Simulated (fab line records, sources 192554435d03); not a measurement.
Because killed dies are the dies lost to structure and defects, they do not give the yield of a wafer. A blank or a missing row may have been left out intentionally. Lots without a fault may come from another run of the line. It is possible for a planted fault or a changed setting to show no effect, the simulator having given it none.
Matching of chambers ; flow n5-finfet ; N5_MOL_CONTACT_COAG_ALD_27 on ald-sin-04: 4 sister chambers
The step deposits SiOC, target thk 17 nm, pulse time 1.5 s, time 2720 s. 4 wafers are shown with their chamber, then 7 later ones without.

## WAFERS, EACH WITH ITS CHAMBER
wafer;chamber;heater-power-w (W)
L082.5;3;731
L088.1;2;998
L089.1;1;832
L089.3;0;700

## WAFERS WHOSE CHAMBER IS MISSING
wafer;heater-power-w (W)
L089.5;709
L092.3;691
L092.4;747
L092.5;692
L095.1;847
L095.5;837
L095.6;714

## EACH ONE'S CHAMBER
wafer;from the rows above;in truth
L089.5;can't be placed: 0 or 3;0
L092.3;0;0
L092.4;3;3
L092.5;0;0
L095.1;1;1
L095.5;1;1
L095.6;can't be placed: 0 or 3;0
5 of 7 placed correctly. Can't be placed from these rows: 2 (the true chamber is among the candidates in 2). Number placed wrongly: 0.
How it was worked out, from the rows above alone: a wafer's distance from a chamber is the root of the sum, over the readings, of the square of ((its reading less the chamber's mean) divided by the reading's scatter). The wafer belongs to the nearest chamber; if the next one is less than 2 further off, it can't be placed. Each chamber's mean is taken over the wafers shown for it. The scatter: root of mean squared gap, hidden wafer to nearest shown wafer, with one shown wafer a chamber.
